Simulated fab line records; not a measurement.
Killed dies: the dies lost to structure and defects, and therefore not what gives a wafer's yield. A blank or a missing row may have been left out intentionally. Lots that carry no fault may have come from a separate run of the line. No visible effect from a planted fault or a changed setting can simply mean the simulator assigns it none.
The tool behind it: which one?    flow n5Finfet    24 lots with 72 wafers sampled at 6 steps, on a route of 1938 steps

WHAT THE GAUGES SHOWED, per wafer
The record lacks any reading of a measuring or inspecting step that a usual standard deviation could be used to judge.

EACH LOT AND THE TOOL THAT RAN IT (in order: tool; ch and the chambers of the sampled wafers; start)
lot   N5_BEOL_M8_ILD_DEP_00            N5_BEOL_M8_ETCH_61                 N5_BEOL_M8_DESCUM_33               N5_BEOL_M8_DEGAS_44          N5_BEOL_M8_PRE_CLEAN_45      N5_BEOL_M9_CURE_71
L074  pecvd-02 ch 1,2, day 9 04:24     rieDiel-05 ch 1,3, day 9 07:28     rieDiel-06 ch 0,1,2, day 9 08:20   pvdSputter-03, day 9 09:19   pvdSputter-03, day 9 09:22   uvCure-02 ch 1, day 9 11:43
L075  pecvd-04 ch 0,1, day 9 10:31     rieDiel-02 ch 0,1,2, day 9 12:55   rieDiel-02 ch 0,3, day 9 13:50     pvdSputter-02, day 9 15:38   pvdSputter-02, day 9 15:41   uvCure-01 ch 0, day 9 17:25
L076  pecvd-04 ch 0,1,2, day 9 13:00   rieDiel-06 ch 0,2,3, day 9 14:41   rieDiel-06 ch 1,2,3, day 9 15:40   pvdSputter-02, day 9 16:37   pvdSputter-02, day 9 16:40   uvCure-01 ch 2, day 9 19:04
L078  pecvd-04 ch 0,1,2, day 9 14:21   rieDiel-06 ch 0,2,3, day 9 16:41   rieDiel-06 ch 0,1,3, day 9 18:51   pvdSputter-03, day 9 19:55   pvdSputter-03, day 9 19:57   uvCure-03 ch 1, day 9 21:45
L077  pecvd-01 ch 0,1, day 9 18:41     rieDiel-05 ch 2,3, day 9 20:37     rieDiel-02 ch 1,2, day 9 21:59     pvdSputter-01, day 9 23:21   pvdSputter-01, day 9 23:23   uvCure-03 ch 0, day 10 01:34
L079  pecvd-04 ch 0,2, day 10 05:41    rieDiel-05 ch 0,2,3, day 10 08:20  rieDiel-02 ch 0,1,2, day 10 09:44  pvdSputter-01, day 10 11:13  pvdSputter-01, day 10 11:16  uvCure-03 ch 1, day 10 14:22
L080  pecvd-01 ch 0,1,2, day 10 23:31  rieDiel-06 ch 1,2,3, day 11 03:02  rieDiel-02 ch 1,2, day 11 05:17    pvdSputter-01, day 11 06:28  pvdSputter-01, day 11 06:30  uvCure-02 ch 2, day 11 08:34
L083  pecvd-04 ch 0,1, day 11 14:08    rieDiel-05 ch 1,2,3, day 11 15:36  rieDiel-06 ch 0,2,3, day 11 17:22  pvdSputter-01, day 11 18:25  pvdSputter-01, day 11 18:27  uvCure-02 ch 1, day 11 21:38
L081  pecvd-02 ch 0,2, day 11 14:25    rieDiel-02 ch 1,2, day 11 15:44    rieDiel-02 ch 0,2,3, day 11 17:34  pvdSputter-02, day 11 20:35  pvdSputter-02, day 11 20:37  uvCure-02 ch 2, day 11 22:21
L084  pecvd-02 ch 0,1,2, day 11 14:50  rieDiel-06 ch 0,2,3, day 11 16:08  rieDiel-05 ch 1,2, day 11 17:40    pvdSputter-01, day 11 20:38  pvdSputter-01, day 11 20:40  uvCure-02 ch 2, day 11 22:55
L082  pecvd-01 ch 1,2, day 11 16:37    rieDiel-06 ch 0,2, day 11 18:26    rieDiel-06 ch 0,1,3, day 11 20:15  pvdSputter-02, day 11 21:14  pvdSputter-02, day 11 21:17  uvCure-01 ch 1, day 12 00:00
L085  pecvd-01 ch 0,1, day 11 18:16    rieDiel-06 ch 0,1, day 11 21:19    rieDiel-05 ch 0,1,2, day 11 22:34  pvdSputter-03, day 11 23:41  pvdSputter-03, day 11 23:44  uvCure-02 ch 0, day 12 01:22
L087  pecvd-01 ch 0,1,2, day 11 18:29  rieDiel-06 ch 0,2, day 11 21:34    rieDiel-02 ch 0,1,2, day 11 22:45  pvdSputter-02, day 12 00:02  pvdSputter-02, day 12 00:05  uvCure-01 ch 2, day 12 01:49
L086  pecvd-02 ch 0,1,2, day 11 22:41  rieDiel-05 ch 0,1,2, day 12 00:31  rieDiel-02 ch 1,2,3, day 12 01:45  pvdSputter-03, day 12 03:08  pvdSputter-03, day 12 03:10  uvCure-02 ch 2, day 12 05:16
L089  pecvd-02 ch 0,2, day 13 02:09    rieDiel-06 ch 0,1,2, day 13 04:01  rieDiel-06 ch 0,2, day 13 06:42    pvdSputter-01, day 13 07:49  pvdSputter-01, day 13 07:52  uvCure-03 ch 0, day 13 11:24
L088  pecvd-02 ch 0,1, day 13 04:50    rieDiel-05 ch 1,2, day 13 07:52    rieDiel-05 ch 0,3, day 13 09:26    pvdSputter-03, day 13 10:24  pvdSputter-03, day 13 10:26  uvCure-02 ch 2, day 13 13:34
L090  pecvd-02 ch 0,1, day 13 05:50    rieDiel-06 ch 0,1,3, day 13 08:12  rieDiel-02 ch 1,2, day 13 09:21    pvdSputter-02, day 13 10:22  pvdSputter-02, day 13 10:24  uvCure-01 ch 1, day 13 13:28
L092  pecvd-04 ch 0,1,2, day 13 12:41  rieDiel-02 ch 1,2, day 13 14:53    rieDiel-05 ch 2,3, day 13 16:43    pvdSputter-03, day 13 17:50  pvdSputter-03, day 13 17:53  uvCure-03 ch 1, day 13 20:49
L091  pecvd-01 ch 1,2, day 13 12:57    rieDiel-06 ch 1,2, day 13 15:07    rieDiel-06 ch 0,2, day 13 16:49    pvdSputter-03, day 13 18:05  pvdSputter-03, day 13 18:07  uvCure-01 ch 2, day 13 21:03
L093  pecvd-02 ch 0,1,2, day 13 23:31  rieDiel-05 ch 0,2,3, day 14 01:32  rieDiel-05 ch 2,3, day 14 02:44    pvdSputter-01, day 14 04:00  pvdSputter-01, day 14 04:02  uvCure-01 ch 0, day 14 07:18
L095  pecvd-01 ch 1,2, day 14 07:47    rieDiel-05 ch 0,1,2, day 14 12:18  rieDiel-06 ch 1,2,3, day 14 14:26  pvdSputter-02, day 14 15:25  pvdSputter-02, day 14 15:27  uvCure-01 ch 1, day 14 17:26
L094  pecvd-02 ch 0,2, day 14 13:53    rieDiel-02 ch 0,1, day 14 15:14    rieDiel-06 ch 1,2, day 14 16:10    pvdSputter-03, day 14 17:07  pvdSputter-03, day 14 17:09  uvCure-03 ch 1, day 14 19:21
L097  pecvd-02 ch 0,1,2, day 14 19:42  rieDiel-05 ch 1,2,3, day 14 22:37  rieDiel-06 ch 0,1,3, day 15 00:47  pvdSputter-02, day 15 02:19  pvdSputter-02, day 15 02:21  uvCure-01 ch 2, day 15 05:16
L096  pecvd-04 ch 1,2, day 15 13:37    rieDiel-06 ch 0,3, day 15 16:32    rieDiel-02 ch 0,1,3, day 15 21:19  pvdSputter-02, day 15 22:19  pvdSputter-02, day 15 22:22  uvCure-03 ch 1, day 16 01:27
- N5_BEOL_M8_ILD_DEP_00: deposits SiCOH lowk from DEMS/porogen, target thk 179.75 nm, time 33.4 s.
- N5_BEOL_M8_ETCH_61: etches SiARC in CF4, target depth 45.5 nm, time 75.8 s.
- N5_BEOL_M8_DESCUM_33: chemistry O2, time 7 s.
- N5_BEOL_M8_DEGAS_44: time 60 s.
- N5_BEOL_M8_PRE_CLEAN_45: time 30 s.
- N5_BEOL_M9_CURE_71: cures SiCOH lowk, time 240 s.

WHAT THE TOOLS THEMSELVES READ (means of the sampled wafers that have a number; where no wafer has one, the mark that the record gives instead)
N5_BEOL_M8_ILD_DEP_00. Usual: heaterPowerW 318 W, standard deviation 50; showerheadPlenumPTorr 5.739 Torr, standard deviation 0.012; throttleValvePct 13.9 %, standard deviation 0.71.
lot   tool      heaterPowerW (W)  showerheadPlenumPTorr (Torr)  throttleValvePct (%)  flag
L074  pecvd-02  257               5.732                         13.3                  
L075  pecvd-04  377               5.739                         14.4                  
L076  pecvd-04  364               5.734                         14.0                  
L078  pecvd-04  354               5.747                         13.8                  
L077  pecvd-01  297               5.730                         14.7                  
L079  pecvd-04  364               5.741                         13.4                  
L080  pecvd-01  298               5.744                         14.3                  
L083  pecvd-04  317               5.747                         14.5                  
L081  pecvd-02  314               5.743                         13.5                  
L084  pecvd-02  304               5.746                         13.5                  
L082  pecvd-01  294               5.740                         13.7                  
L085  pecvd-01  328               5.736                         15.0                  
L087  pecvd-01  301               5.738                         14.4                  
L086  pecvd-02  287               5.740                         13.6                  
L089  pecvd-02  355               5.748                         13.8                  
L088  pecvd-02  311               5.742                         13.8                  
L090  pecvd-02  304               5.744                         13.9                  
L092  pecvd-04  352               5.742                         13.9                  
L091  pecvd-01  292               5.735                         14.4                  
L093  pecvd-02  320               5.747                         13.6                  
L095  pecvd-01  302               5.749                         14.0                  
L094  pecvd-02  348               5.751                         13.7                  
L097  pecvd-02  308               5.733                         13.6                  
L096  pecvd-04  303               5.728                         14.0                  

N5_BEOL_M8_ETCH_61. Usual: value, then standard deviation, for each; cf4FlowSccm 100.00 sccm / 0.29; drypumpMotorCurrentA 5.8 A / 0.37; etchRfOnTimeS 75.8 s / 1.1; oesProductAu 0.69 a.u. / 0.073; rfVppV 183.6 V / 1.1; showerheadPlenumPTorr 2.10 Torr / 0.049; throttleValvePct 15.60 % / 0.27.
lot   tool        cf4FlowSccm (sccm)  drypumpMotorCurrentA (A)  etchRfOnTimeS (s)  oesProductAu (a.u.)  rfVppV (V)  showerheadPlenumPTorr (Torr)  throttleValvePct (%)  flag
L074  rieDiel-05  100.19              5.3                       75.9               0.73                 184.8       2.10                          15.47                 
L075  rieDiel-02  100.11              5.6                       77.5               0.61                 184.0       2.10                          15.83                 
L076  rieDiel-06  100.16              6.0                       74.8               0.74                 182.9       2.09                          15.46                 
L078  rieDiel-06  99.82               6.0                       75.2               0.74                 183.2       2.09                          15.46                 
L077  rieDiel-05  99.86               5.9                       74.2               0.67                 184.1       2.14                          15.70                 
L079  rieDiel-05  99.93               5.8                       75.3               0.69                 185.2       2.13                          15.61                 
L080  rieDiel-06  99.99               6.0                       76.5               0.67                 183.4       2.10                          15.60                 
L083  rieDiel-05  100.16              5.7                       75.9               0.70                 184.2       2.13                          15.57                 
L081  rieDiel-02  99.98               5.4                       77.2               0.60                 183.0       2.10                          15.82                 
L084  rieDiel-06  99.96               6.0                       75.5               0.71                 184.1       2.08                          15.50                 
L082  rieDiel-06  100.12              5.8                       75.5               0.76                 183.1       2.10                          15.31                 
L085  rieDiel-06  99.68               5.9                       75.1               0.67                 184.4       2.11                          15.75                 
L087  rieDiel-06  99.91               5.9                       76.4               0.76                 183.5       2.10                          15.31                 
L086  rieDiel-05  100.05              5.6                       75.0               0.73                 184.8       2.12                          15.48                 
L089  rieDiel-06  99.87               5.9                       75.4               0.70                 183.7       2.10                          15.55                 
L088  rieDiel-05  100.05              5.8                       75.4               0.73                 183.4       2.14                          15.55                 
L090  rieDiel-06  99.98               5.9                       76.2               0.66                 182.8       2.09                          15.75                 
L092  rieDiel-02  100.07              5.7                       76.5               0.60                 183.4       2.15                          15.99                 
L091  rieDiel-06  100.28              5.9                       75.7               0.70                 183.1       2.10                          15.44                 
L093  rieDiel-05  99.92               5.9                       75.7               0.73                 183.8       2.12                          15.50                 
L095  rieDiel-05  99.65               5.7                       76.3               0.70                 183.8       2.11                          15.53                 
L094  rieDiel-02  99.89               5.6                       77.7               0.73                 184.2       2.19                          15.48                 
L097  rieDiel-05  99.90               5.7                       75.0               0.74                 183.8       2.12                          15.48                 
L096  rieDiel-06  99.97               6.0                       76.3               0.65                 182.7       2.05                          15.75                 

N5_BEOL_M8_DESCUM_33. Usual: drypumpMotorCurrentA 5.8 A, standard deviation 0.37; oesProductAu 0.78 a.u., standard deviation 0.09; rfVppV 242.4 V, standard deviation 1.2; showerheadPlenumPTorr 2.04 Torr, standard deviation 0.064; throttleValvePct 20.51 %, standard deviation 0.27.
lot   tool        drypumpMotorCurrentA (A)  oesProductAu (a.u.)  rfVppV (V)  showerheadPlenumPTorr (Torr)  throttleValvePct (%)  flag
L074  rieDiel-06  5.9                       0.86                 243.1       2.06                          20.35                 
L075  rieDiel-02  6.0                       0.71                 242.0       1.99                          20.76                 
L076  rieDiel-06  6.0                       0.80                 242.0       2.05                          20.42                 
L078  rieDiel-06  6.0                       0.80                 242.2       2.04                          20.51                 
L077  rieDiel-02  5.8                       0.72                 243.4       2.11                          20.75                 
L079  rieDiel-02  5.7                       0.71                 241.4       2.04                          20.67                 
L080  rieDiel-02  5.4                       0.71                 242.5       2.04                          20.59                 
L083  rieDiel-06  6.0                       0.83                 242.7       2.03                          20.34                 
L081  rieDiel-02  6.0                       0.70                 242.4       2.04                          20.88                 
L084  rieDiel-05  5.5                       0.88                 243.0       2.06                          20.25                 
L082  rieDiel-06  6.0                       0.78                 242.9       2.04                          20.54                 
L085  rieDiel-05  5.7                       0.86                 242.7       2.06                          20.31                 
L087  rieDiel-02  5.7                       0.70                 242.1       2.04                          20.67                 
L086  rieDiel-02  5.7                       0.70                 242.6       2.04                          20.78                 
L089  rieDiel-06  5.8                       0.87                 241.8       2.04                          20.29                 
L088  rieDiel-05  5.7                       0.91                 242.2       2.04                          20.17                 
L090  rieDiel-02  5.8                       0.70                 243.1       2.10                          20.80                 
L092  rieDiel-05  6.1                       0.88                 243.2       2.09                          20.33                 
L091  rieDiel-06  5.8                       0.87                 242.1       2.04                          20.30                 
L093  rieDiel-05  5.9                       0.90                 243.3       2.06                          20.23                 
L095  rieDiel-06  6.0                       0.77                 242.0       2.04                          20.49                 
L094  rieDiel-06  5.9                       0.81                 241.9       2.05                          20.33                 
L097  rieDiel-06  6.0                       0.75                 241.9       2.03                          20.58                 
L096  rieDiel-02  5.7                       0.86                 244.1       2.15                          20.46                 

N5_BEOL_M8_DEGAS_44. Usual: 330 W for heaterPowerW, sd 35.
lot   tool           heaterPowerW (W)  flag
L074  pvdSputter-03  323               
L075  pvdSputter-02  313               
L076  pvdSputter-02  317               
L078  pvdSputter-03  294               
L077  pvdSputter-01  342               
L079  pvdSputter-01  342               
L080  pvdSputter-01  325               
L083  pvdSputter-01  361               
L081  pvdSputter-02  333               
L084  pvdSputter-01  375               
L082  pvdSputter-02  313               
L085  pvdSputter-03  315               
L087  pvdSputter-02  354               
L086  pvdSputter-03  345               
L089  pvdSputter-01  362               
L088  pvdSputter-03  341               
L090  pvdSputter-02  322               
L092  pvdSputter-03  298               
L091  pvdSputter-03  320               
L093  pvdSputter-01  370               
L095  pvdSputter-02  307               
L094  pvdSputter-03  332               
L097  pvdSputter-02  321               
L096  pvdSputter-02  325               

N5_BEOL_M8_PRE_CLEAN_45. Usual: 329 W for heaterPowerW, sd 36.
lot   tool           heaterPowerW (W)  flag
L074  pvdSputter-03  321               
L075  pvdSputter-02  315               
L076  pvdSputter-02  318               
L078  pvdSputter-03  291               
L077  pvdSputter-01  342               
L079  pvdSputter-01  350               
L080  pvdSputter-01  330               
L083  pvdSputter-01  355               
L081  pvdSputter-02  330               
L084  pvdSputter-01  380               
L082  pvdSputter-02  317               
L085  pvdSputter-03  318               
L087  pvdSputter-02  344               
L086  pvdSputter-03  346               
L089  pvdSputter-01  358               
L088  pvdSputter-03  339               
L090  pvdSputter-02  327               
L092  pvdSputter-03  295               
L091  pvdSputter-03  322               
L093  pvdSputter-01  373               
L095  pvdSputter-02  302               
L094  pvdSputter-03  333               
L097  pvdSputter-02  323               
L096  pvdSputter-02  326               

N5_BEOL_M9_CURE_71. Usual: lampPowerPct 52.31 %, standard deviation 0.057; wafer_temp_C_max 386.8, standard deviation 0.62.
lot   tool       lampPowerPct (%)  wafer_temp_C_max  flag
L074  uvCure-02  52.31             386.8             
L075  uvCure-01  52.26             386.3             
L076  uvCure-01  52.36             387.1             
L078  uvCure-03  52.33             387.8             
L077  uvCure-03  52.26             386.6             
L079  uvCure-03  52.34             387.0             
L080  uvCure-02  52.31             386.2             
L083  uvCure-02  52.30             387.3             
L081  uvCure-02  52.26             385.9             
L084  uvCure-02  52.32             386.2             
L082  uvCure-01  52.26             387.4             
L085  uvCure-02  52.36             387.7             
L087  uvCure-01  52.31             386.9             
L086  uvCure-02  52.27             386.4             
L089  uvCure-03  52.29             386.8             
L088  uvCure-02  52.31             386.2             
L090  uvCure-01  52.30             386.9             
L092  uvCure-03  52.33             387.7             
L091  uvCure-01  52.27             386.9             
L093  uvCure-01  52.40             386.0             
L095  uvCure-01  52.30             387.3             
L094  uvCure-03  52.33             387.1             
L097  uvCure-01  52.31             386.8             
L096  uvCure-03  52.28             386.9             

THE ANSWER, worked out from the rows above alone
Rule: take the mean of a lot's wafers that have a number; if it is more than 3 standard deviations from the usual mean, the lot is off. A lot without any number at a reading at which 4 lots or more have one is off too. The other lots that the step has rows for count as sound. After the gauges, taken in route order, come the tools' own readings; for these a lot's mean is taken, as printed above. The first step at which some lot is off is used, and at that step the reading that is off furthest; a lot without a number counts as furthest.
None of the lots is off at any reading shown; this tells nothing.

WHAT THE SIMULATOR HAD INSERTED
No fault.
